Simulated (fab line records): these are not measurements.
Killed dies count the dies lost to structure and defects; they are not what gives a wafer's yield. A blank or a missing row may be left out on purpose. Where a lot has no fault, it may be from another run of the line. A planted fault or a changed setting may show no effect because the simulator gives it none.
fab line records	flow n5-finfet
record: lots: 8	wafers: 24	last-day: 17
route steps=1938 shown FIN_SAQP@99 BEOL_M4@1111
lots untouched by any fault: they come from a run of this same line in which no faults occurred
start-h: hours from the record's first day to the start of the lot's first wafer shown	wait-h: how many hours have passed since the lot's step before this one	" unchanged from the row above	L1.1+2: a single row standing in for several wafers	- no value, or no start given	* or withheld: withheld	< > ~ a bound
route shown NAME@n: NAME is a module with steps in the file, n the number in the route of the first one	usual: average and standard deviation across the fault-free wafers	same: alike in all rows	chamber/n: place in a boat	sites: the reading at each site	_std_site: standard deviation across them	_edge_site: mean of outer sites minus mean of inner sites	radius-mm: how far each site lies from the wafer's centre	mask NAME#n: copy n	behind: tool/chamber where the wafer was last shaped	hold: cause of the lot's hold/its duration in hours/its outcome	device: which transistor (n, p or np) failed to switch	end of line: the tests these same wafers got at the end of their route	step lacking rows: just its recipe	killed: dies that structure and defects cost at the first sort, which is not the same as the wafer's yield	map: dies across one wafer; x = killed, . = not, _ = none there
set.NAME: the run value of the setting; set.NAME@STEP: its run value at that earlier step	model.NAME: the simulator's own value behind a step, which no gauge read
route steps across a sampled set of lots; one table per step, one row per wafer
services: from which hour (start-h, from the record's first day; less than 0 if before it) a tool's chamber was out of use, for how many hours, and why
== steps ==
step: N5_FIN_SAQP_PECVD_48
recipe: material: SiNx	target-thk-a: 250	temp-c: 400	precursor: SiH4/NH3/N2	pressure-torr: 1.5	rf-w: 300	time-s: 22.1
usual: heater-power-w: 669/86	rf-fwd-power-W: 297.0/1.4	showerhead-plenum-p-Torr: 5.14/0.053	throttle-valve-pct: 40.3/1.8
lot.wafer	tool	chamber	start-h	wait-h	heater-power-w	rf-fwd-power-W	showerhead-plenum-p-Torr	throttle-valve-pct
L110.1	pecvd-04	2	20.61	0.0	599	294.1	5.16	42.7
L110.3	"	0	"	"	864	298.4	5.10	38.4
L110.5	"	2	"	"	556	295.0	5.17	42.9
L112.1	pecvd-02	0	34.48	0.0	743	297.8	4.99	40.8
L112.4	"	0	"	"	749	297.0	5.00	41.0
L112.5	"	0	"	"	738	298.0	5.01	41.2
L116.1	pecvd-04	2	59.07	0.0	564	297.2	5.16	42.9
L116.2	"	1	"	"	582	296.7	5.09	42.1
L116.6	"	0	"	"	852	296.4	5.11	38.5
L119.1	pecvd-01	0	76.64	0.0	589	297.8	5.17	40.1
L119.3	"	1	"	"	531	298.2	5.13	40.2
L119.5	"	1	"	"	540	298.5	5.15	39.8
L120.1	pecvd-04	1	82.83	0.0	661	296.1	5.10	42.5
L120.3	"	0	"	"	757	296.5	5.11	38.6
L120.5	"	1	"	"	648	295.4	5.10	42.2
L122.2	pecvd-01	1	93.90	0.0	646	298.2	5.13	40.2
L122.4	"	1	"	"	639	297.1	5.15	40.1
L122.6	"	0	"	"	635	298.5	5.16	39.9
L129.1	pecvd-01	2	139.34	0.0	600	297.8	5.19	39.5
L129.2	"	1	"	"	597	296.9	5.15	39.7
L129.5	"	0	"	"	662	296.9	5.16	40.0
L131.2	pecvd-01	2	147.52	0.0	572	296.6	5.19	39.2
L131.4	"	2	"	"	580	297.2	5.20	39.3
L131.6	"	1	"	"	649	298.3	5.14	39.9
step: N5_FIN_SAQP_ETCH_52
recipe: chemistry: N2/H2	target: SOC	target-depth-a: 1000	overetch-a: 200	mask-material: SiARC	temp-c: 40	time-s: 150	ion-energy-ev: 200	pressure-mtorr: 30	source-w: 840	bias-w: 150	n2-flow-sccm: 200	h2-flow-sccm: 200	ends: end-point
usual: drypump-motor-current-A: 5.9/0.4	oes-product-au: 0.68/0.063	rf-fwd-power-W: 836.5/2.7	rf-vpp-V: 524.4/2	showerhead-plenum-p-Torr: 2.56/0.064	throttle-valve-pct: 17.96/0.16
lot.wafer	tool	chamber	start-h	wait-h	drypump-motor-current-A	oes-product-au	rf-fwd-power-W	rf-hours-counter-h	rf-vpp-V	showerhead-plenum-p-Torr	throttle-valve-pct
L110.1	rie-diel-03	1	21.31	0.0	6.0	0.65	834.4	191	520.9	2.53	18.18
L110.3	"	0	"	"	5.5	0.65	835.4	170	527.1	2.65	17.75
L110.5	"	0	"	"	5.5	0.65	837.6	-	526.8	2.65	17.75
L112.1	rie-diel-03	3	35.20	0.0	6.1	0.66	834.9	186	523.4	2.53	17.82
L112.4	"	2	"	"	5.8	0.68	835.9	128	522.7	2.56	17.92
L112.5	"	0	"	"	5.5	0.65	837.4	-	527.7	2.64	17.76
L116.1	rie-diel-01	2	59.74	0.0	5.9	0.71	837.0	98	523.9	2.57	17.67
L116.2	"	0	"	"	6.5	0.60	836.0	244	519.4	2.40	18.24
L116.6	"	2	"	"	5.9	0.71	833.4	-	525.4	2.57	17.69
L119.1	rie-diel-01	2	78.78	0.0	5.9	0.71	839.3	109	522.8	2.56	17.69
L119.3	"	1	"	"	6.6	0.67	837.0	164	523.2	2.54	18.11
L119.5	"	3	"	"	6.1	0.81	833.4	-	525.8	2.59	17.84
L120.1	rie-diel-04	1	83.79	0.0	5.7	0.72	840.2	107	527.4	2.67	18.10
L120.3	"	3	"	"	6.0	0.63	841.0	222	524.0	2.51	18.02
L120.5	"	3	"	"	6.0	0.64	840.6	-	522.1	2.51	18.01
L122.2	rie-diel-01	3	95.06	0.0	6.1	0.80	835.5	25	524.7	2.59	17.85
L122.4	"	2	"	"	5.9	0.69	838.5	116	524.2	2.56	17.71
L122.6	"	3	"	"	6.1	0.80	838.5	-	526.0	2.59	17.86
L129.1	rie-diel-04	1	140.02	0.0	5.7	0.71	838.3	125	528.4	2.67	18.15
L129.2	"	3	"	"	6.1	0.63	835.9	240	522.2	2.51	18.03
L129.5	"	1	"	"	5.7	0.70	837.5	-	527.0	2.67	18.15
L131.2	rie-diel-01	3	148.40	0.0	6.1	0.78	833.3	43	525.7	2.58	17.89
L131.4	"	1	"	"	6.6	0.65	836.3	189	524.9	2.53	18.17
L131.6	"	2	"	"	5.9	0.69	833.8	-	524.0	2.55	17.75
step: N5_FIN_SAQP_ETCH_57
recipe: chemistry: CH3F/O2	target: SiNx	mask-material: SiO2	target-depth-a: 325	time-s: 46.4	pressure-mtorr: 30	source-w: 395	bias-w: 73	Ar_flow_sccm: 150	CH3F_flow_sccm: 30	O2_flow_sccm: 20	ion-energy-ev: 120	ends: cleared
usual: drypump-motor-current-A: 6.0/0.36	etch-rf-on-time-s: 46.3/0.86	oes-product-au: 0.64/0.065	rf-fwd-power-W: 388.6/2.3	rf-vpp-V: 297.8/2.8	showerhead-plenum-p-Torr: 2.01/0.052	throttle-valve-pct: 16.43/0.15
lot.wafer	tool	chamber	start-h	wait-h	drypump-motor-current-A	etch-rf-on-time-s	oes-product-au	rf-fwd-power-W	rf-hours-counter-h	rf-vpp-V	showerhead-plenum-p-Torr	throttle-valve-pct
L110.1	rie-diel-03	3	23.41	0.0	6.1	45.9	0.63	389.7	181	301.3	1.98	16.35
L110.3	"	2	"	"	5.8	47.4	0.64	385.9	124	296.8	2.00	16.38
L110.5	"	3	"	"	6.1	46.4	0.63	392.5	-	301.3	1.98	16.35
L112.1	rie-diel-01	1	37.33	0.0	6.6	45.4	0.66	390.9	144	297.4	2.00	16.50
L112.4	"	3	"	"	6.1	46.6	0.85	385.9	0	296.2	2.05	16.28
L112.5	"	2	"	"	5.9	46.8	0.69	388.7	-	299.1	2.03	16.13
L116.1	rie-diel-01	3	61.98	0.3	6.1	45.1	0.81	389.9	8	297.0	2.05	16.31
L116.2	"	2	"	"	5.9	45.9	0.68	389.6	99	297.7	2.02	16.13
L116.6	"	0	"	"	6.5	47.3	0.57	390.0	-	296.8	1.89	16.78
L119.1	rie-diel-04	2	80.92	0.1	5.2	45.9	0.64	387.5	157	292.8	2.00	16.58
L119.3	"	3	"	"	6.0	46.2	0.60	388.5	221	291.7	1.98	16.41
L119.5	"	1	"	"	5.7	46.1	0.68	391.5	-	299.8	2.09	16.50
L120.1	rie-diel-03	1	85.81	0.0	6.0	46.0	0.60	386.8	216	297.0	1.98	16.64
L120.3	"	2	"	"	5.8	46.9	0.63	385.5	147	296.2	1.99	16.44
L120.5	"	0	"	"	5.5	47.1	0.61	390.2	-	294.5	2.07	16.31
L122.2	rie-diel-04	1	97.03	0.0	5.7	44.9	0.68	391.3	111	297.1	2.09	16.51
L122.4	"	2	"	"	5.2	45.9	0.64	388.4	162	291.6	2.00	16.59
L122.6	"	0	"	"	5.4	47.0	0.61	385.7	-	300.2	1.98	16.32
L129.1	rie-diel-03	2	141.98	0.0	5.8	48.0	0.60	385.4	168	296.0	1.99	16.45
L129.2	"	1	"	"	6.0	60.2	0.59	387.6	236	298.8	1.97	16.67
L129.5	"	3	"	"	6.1	46.9	0.61	391.0	-	301.3	1.97	16.42
L131.2	rie-diel-04	2	150.36	0.0	5.1	59.2	0.63	388.3	179	291.9	1.99	16.61
L131.4	"	0	"	"	5.4	60.9	0.60	387.0	216	300.6	1.98	16.36
L131.6	"	0	"	"	5.4	47.1	0.60	385.0	-	299.4	1.98	16.35
step: N5_FIN_SAQP_SPACER2_ALD_28
recipe: material: SiO2	target-thk-a: 81	temp-c: 300	ald-precursor-family: BDEAS	ald-co-reactant: O2-plasma	pulse-time-s: 1	purge-time-s: 2	co-reactant-purge-time-s: 2	pressure-torr: 2
usual: heater-power-w: 478/56	precursor-pulse-height-rel: 1.001/0.019
lot.wafer	tool	chamber	start-h	wait-h	heater-power-w	precursor-pulse-height-rel
L110.1	ald-sin-02	2	24.44	0.1	468	0.994
L110.3	"	1	"	"	493	0.986
L110.5	"	3	"	"	530	1.002
L112.1	ald-sin-02	2	38.50	0.1	461	0.979
L112.4	"	1	"	"	483	0.995
L112.5	"	0	"	"	537	0.998
L116.1	ald-sin-01	3	63.05	0.1	434	1.004
L116.2	"	0	"	"	571	0.987
L116.6	"	2	"	"	387	0.997
L119.1	ald-sin-01	2	82.42	0.6	389	1.002
L119.3	"	0	"	"	588	0.957
L119.5	"	0	"	"	569	1.003
L120.1	ald-sin-01	1	88.67	1.7	495	0.988
L120.3	"	3	"	"	450	1.022
L120.5	"	1	"	"	484	0.969
L122.2	ald-sin-01	1	98.07	0.1	479	0.995
L122.4	"	2	"	"	395	0.964
L122.6	"	2	"	"	397	1.003
L129.1	ald-sin-01	0	142.96	0.1	590	1.030
L129.2	"	3	"	"	452	1.027
L129.5	"	1	"	"	486	1.021
L131.2	ald-sin-02	1	151.52	0.3	492	1.005
L131.4	"	3	"	"	526	1.052
L131.6	"	0	"	"	527	0.958
step: N5_FIN_SAQP_MANDREL2_REMOVE_60
recipe: chemistry: HBr/Cl2/O2	bt-time-s: 10	target: a-Si	stop-on: SiNx	endpoint: OES-SiCl	over-etch-frac: 1	icp-w: 600	bias-w: 22	HBr_flow_sccm: 150	Cl2_flow_sccm: 80	O2_flow_sccm: 5	pressure-mtorr: 10
usual: drypump-motor-current-A: 5.64/0.25	oes-product-au: 1.005/0.014	rf-fwd-power-W: 596.3/2	throttle-valve-pct: 36.68/0.24
lot.wafer	tool	chamber	start-h	wait-h	drypump-motor-current-A	oes-product-au	rf-fwd-power-W	rf-hours-counter-h	throttle-valve-pct
L110.1	rie-si-02	2	24.85	0.1	5.86	1.015	593.2	100	36.85
L110.3	"	1	"	"	5.18	1.000	597.3	85	36.78
L110.5	"	3	"	"	5.40	1.017	597.5	-	37.03
L112.1	rie-si-06	0	39.04	0.1	5.52	1.009	596.0	99	36.50
L112.4	"	3	"	"	5.66	0.994	594.9	83	36.86
L112.5	"	0	"	"	5.55	1.009	595.6	-	36.50
L116.1	rie-si-02	1	63.51	0.1	5.16	0.994	598.8	86	36.79
L116.2	"	3	"	"	5.39	1.018	596.3	24	37.01
L116.6	"	2	"	"	5.83	1.018	594.3	-	36.84
L119.1	rie-si-03	3	82.83	0.1	5.94	0.982	597.9	161	36.72
L119.3	"	1	"	"	5.76	1.003	597.0	18	36.41
L119.5	"	3	"	"	5.89	0.972	598.2	-	36.72
L120.1	rie-si-03	1	89.08	0.1	5.78	0.996	596.2	19	36.39
L120.3	"	3	"	"	5.91	0.966	594.0	161	36.71
L120.5	"	0	"	"	5.87	1.007	595.0	-	36.41
L122.2	rie-si-03	2	98.48	0.1	5.32	0.985	596.1	105	36.50
L122.4	"	0	"	"	5.82	1.010	600.0	48	36.40
L122.6	"	3	"	"	5.90	0.976	597.0	-	36.72
L129.1	rie-si-03	1	143.42	0.1	5.77	1.006	597.5	19	36.41
L129.2	"	3	"	"	5.91	0.976	596.8	162	36.72
L129.5	"	0	"	"	5.85	1.004	596.0	-	36.40
L131.2	rie-si-02	2	151.94	0.1	5.85	1.029	594.3	103	36.85
L131.4	"	0	"	"	5.97	1.008	594.1	43	36.85
L131.6	"	3	"	"	5.41	1.022	595.9	-	37.03
step: N5_BEOL_M4_RC_MEAS_101
usual: DIBL_N: 36.3/1.2	DIBL_P: 36.7/1.5	IOFF_N: 0.164/0.02	IOFF_P: 0.214/0.024	ION_N: 673/8.5	ION_P: 461/5.9	SS_N: 71.6/0.44	SS_P: 73.3/0.55	VT_N: 249.4/2.4	VT_P: -250.0/2.3
lot.wafer	tool	chamber	start-h	wait-h	DIBL_N[mV/V]	DIBL_P[mV/V]	IOFF_N[nA/um]	IOFF_P[nA/um]	ION_N[uA/um]	ION_P[uA/um]	SS_N[mV/dec]	SS_P[mV/dec]	VT_N[mV]	VT_P[mV]
L110.1	prober-01	0	158.09	0.0	36.3	35.8	0.162	0.194	674	458	71.9	73.4	249.4	-251.8
L110.3	"	0	"	"	35.6	34.9	0.149	0.182	654	449	71.7	73.3	250.6	-255.3
L110.5	"	0	"	"	36.4	35.2	0.160	0.188	655	453	71.4	74.0	249.2	-251.0
L112.1	prober-01	0	194.75	0.0	35.1	36.3	0.140	0.184	657	452	71.0	72.7	250.2	-253.4
L112.4	"	0	"	"	34.0	34.5	0.123	0.166	662	454	71.6	72.7	251.7	-255.6
L112.5	"	0	"	"	35.6	37.5	0.162	0.199	678	459	71.6	73.4	249.5	-253.3
L116.1	prober-01	0	203.66	0.0	36.4	36.7	0.144	0.225	652	459	70.8	73.0	252.7	-248.0
L116.2	"	0	"	"	33.3	33.2	0.112	0.173	676	465	70.8	71.9	254.2	-249.8
L116.6	"	0	"	"	35.5	35.5	0.134	0.205	669	464	71.2	72.8	252.9	-250.0
L120.1	prober-01	0	230.53	0.0	35.0	35.5	0.152	0.205	681	469	71.4	73.2	250.3	-251.2
L120.3	"	0	"	"	35.4	36.4	0.167	0.214	678	463	71.4	73.4	247.4	-250.8
L120.5	"	0	"	"	36.1	37.2	0.175	0.225	676	459	71.8	73.9	247.5	-248.6
L119.1	prober-01	0	232.24	0.0	36.3	37.8	0.171	0.235	689	472	71.7	73.8	245.1	-249.2
L119.3	"	0	"	"	36.8	38.2	0.169	0.243	678	466	71.7	72.6	248.6	-249.1
L119.5	"	0	"	"	36.5	37.6	0.159	0.227	676	464	71.7	73.7	250.6	-249.4
L122.2	prober-02	0	247.90	0.2	37.8	36.6	0.164	0.201	673	456	71.4	73.5	248.8	-251.1
L122.4	"	0	"	"	36.2	35.0	0.148	0.183	663	451	71.5	73.3	250.9	-253.0
L122.6	"	0	"	"	37.2	35.5	0.161	0.202	663	451	72.0	73.1	250.2	-249.0
L129.1	prober-01	0	286.48	0.0	36.5	36.7	0.186	0.219	677	459	71.7	73.8	248.8	-249.0
L129.2	"	0	"	"	35.7	35.6	0.168	0.209	691	464	71.4	73.6	247.4	-251.4
L129.5	"	0	"	"	34.4	34.3	0.150	0.187	681	463	71.3	73.1	251.1	-252.3
L131.2	prober-01	0	300.19	0.2	36.0	36.4	0.163	0.219	675	461	71.3	73.2	246.9	-248.3
L131.4	"	0	"	"	37.5	38.9	0.194	0.256	671	460	71.9	73.7	245.0	-248.7
L131.6	"	0	"	"	36.9	38.2	0.180	0.244	674	465	71.4	73.9	247.3	-248.9
== services ==
tool	chamber	start-h	hours	kind
rie-si-02	1	19.62	5.2	repair
rie-diel-01	3	21.17	-	clean
rie-diel-01	3	21.17	-	consumable-replace:focus-ring
rie-diel-01	3	21.17	15.2	scheduled-down
rie-diel-01	3	21.17	15.2	vent-cycle
rie-si-06	-	23.13	0.3	repair
rie-diel-04	2	44.97	6.9	repair
pecvd-02	0	50.25	3.6	repair
pecvd-04	-	56.13	2.8	pm
rie-diel-04	-	59.15	0.5	repair
ald-sin-01	1	59.55	1.4	repair
rie-diel-04	-	63.20	14.6	pm
rie-diel-01	0	73.23	-	clean
rie-diel-01	0	73.23	-	consumable-replace:focus-ring
rie-si-02	0	73.56	2.3	repair
ald-sin-02	2	79.01	4.0	repair
rie-si-06	2	87.53	31.1	repair
rie-diel-03	3	90.78	8.7	repair
pecvd-02	0	92.22	3.7	repair
rie-si-03	-	107.35	0.1	repair
pecvd-04	-	112.14	0.4	repair
rie-diel-03	2	120.65	6.2	repair
rie-diel-01	1	121.10	5.2	repair
pecvd-04	-	140.80	0.6	repair
== key ==
first-sign: step: N5_FIN_SAQP_ETCH_57	reading: etch-rf-on-time-s	direction: up	sigmas: 16	usual: *	struck: *
effect none on later readings
met-at N5_FIN_SAQP_PECVD_48
struck-lots L129,L131
struck-wafers L129.2,L131.2,L131.4
not-acting-at N5_FIN_SAQP_ETCH_52,N5_FIN_SAQP_SPACER2_ALD_28,N5_FIN_SAQP_MANDREL2_REMOVE_60
onset-between 93.90 139.34
fault: kind: process-parameter-drift	tool: pecvd-01	chamber: -	onset-h: 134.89	steps: N5_FIN_SAQP_PECVD_48	channel: time-s	offset: *	shape: step	end-h: 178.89	scope: struck-wafers-only	acts-in: *	stated: *
